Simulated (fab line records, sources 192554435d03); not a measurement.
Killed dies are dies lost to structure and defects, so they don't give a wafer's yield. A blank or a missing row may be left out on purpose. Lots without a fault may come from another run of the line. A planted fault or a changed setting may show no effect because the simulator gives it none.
A struck lot beside a sound one | flow n5_finfet | 15 steps out of a route of 1938
Sound: wafers L701.2, L701.4, L701.5. Struck: wafer L710.5. (L710.2, L710.6 of the same lot were not struck and are left out.) The cause comes at the end.
At each step with rows: each side's tool, then ch and its chambers, then its first start. Under that, the readings that differ: sound wafers | struck wafers | difference of the means | sigmas: that difference in standard deviations of wafers without a fault.
alike: readings whose means differ by less than 2 such deviations, and words and numbers that are the same on both sides. not compared: withheld readings, readings that some wafer has no value for, bounds like >300 that may hide the same value, and numbers for which the record gives no deviation and whose values overlap.
The two part at a step that has a row with sigmas, a row that says differs or no value, or rows on one side only. Numbers that don't overlap but have no deviation are shown without sigmas and don't part them. A reading that every wafer of one side lacks parts them only if that side has two wafers or more.

N5_BEOL_M7_TRENCH_ETCH_37: etches SiCOH lowk in C4F6/O2, target depth 93.478 nm, time 31.2 s.
  sound on rie_diel-01 ch 0,1,2; struck on rie_diel-03 ch 0
  alike: drypump_motor_current_A, oes_f_703_au, oes_o_777_au, oes_product_au, rf_vpp_V, showerhead_plenum_p_Torr, throttle_valve_pct
  not compared: rf_hours_counter_h
then, 2 steps without rows for these wafers: N5_BEOL_M7_ETCH_41 (etches SiCN in CH3F/O2, target depth 31.9 nm, time 57.8 s); N5_BEOL_M7_STRIP_80 (strips in N2/H2, time 10 s).
N5_BEOL_M7_OCD_MEAS_38:
  sound on ocd-01, day 10 08:10; struck on ocd-02, day 12 00:58
  alike: trench_depth_nm
then, 4 steps without rows for these wafers: N5_BEOL_M7_HM_STRIP_39 (strips TiN in peroxide tin strip, target depth 25 nm, time 158 s); N5_BEOL_M7_SRD_40 (time 30 s); N5_BEOL_M7_PRECLEAN_42 (cleans in residue remover, time 60 s); N5_BEOL_M7_SRD_43 (time 30 s).
N5_BEOL_M7_CD_MEAS_35: target cd 40 nm.
  sound on cd_sem-03, day 10 08:21; struck on cd_sem-03, day 12 01:08
  alike: cd_nm
N5_BEOL_M7_CURE_75: cures SiCOH lowk, time 120 s.
  sound on uv_cure-01 ch 0, day 10 08:26; struck on uv_cure-01 ch 1, day 12 01:13
  alike: lamp_power_pct, wafer_temp_C_max
N5_BEOL_M7_DEGAS_44: time 60 s.
  sound on pvd_sputter-02, day 10 09:09; struck on pvd_sputter-02, day 12 01:47
  reading              | sound                | struck | difference | sigmas
  susceptor_temp_C (C) | 249.80 249.72 249.82 | 250.36 | +0.58      | +3
  alike: heater_power_w
N5_BEOL_M7_PRE_CLEAN_45: time 30 s.
  sound on pvd_sputter-02, day 10 09:11; struck on pvd_sputter-02, day 12 01:49
  alike: heater_power_w, susceptor_temp_C
N5_BEOL_M7_ALD_77: deposits TaN, target thk 2 nm, pulse time 2 s, purge time 3 s.
  sound on ald_metal-04 ch 0,3, day 10 09:15; struck on ald_metal-02 ch 2, day 12 01:54
  reading              | sound                | struck | difference | sigmas
  ald_cycles           | 40 40 40             | 44     | +4         |
  susceptor_temp_C (C) | 274.77 274.75 274.69 | 275.23 | +0.49      | +3
  alike: heater_power_w
N5_BEOL_M7_SURFACE_TREAT_79:
  sound on pvd_sputter-01, day 10 10:19; struck on pvd_sputter-02, day 12 02:20
  not compared: throttle_valve_pct
N5_PASSIVATION_PROBE_49:
  the record has rows for the sound wafers here (prober-02, day 13 18:27) and none for the struck ones

WHERE THEY PART
First at N5_BEOL_M7_DEGAS_44; last, within this record, at N5_PASSIVATION_PROBE_49.

WHY: what the simulator had put in
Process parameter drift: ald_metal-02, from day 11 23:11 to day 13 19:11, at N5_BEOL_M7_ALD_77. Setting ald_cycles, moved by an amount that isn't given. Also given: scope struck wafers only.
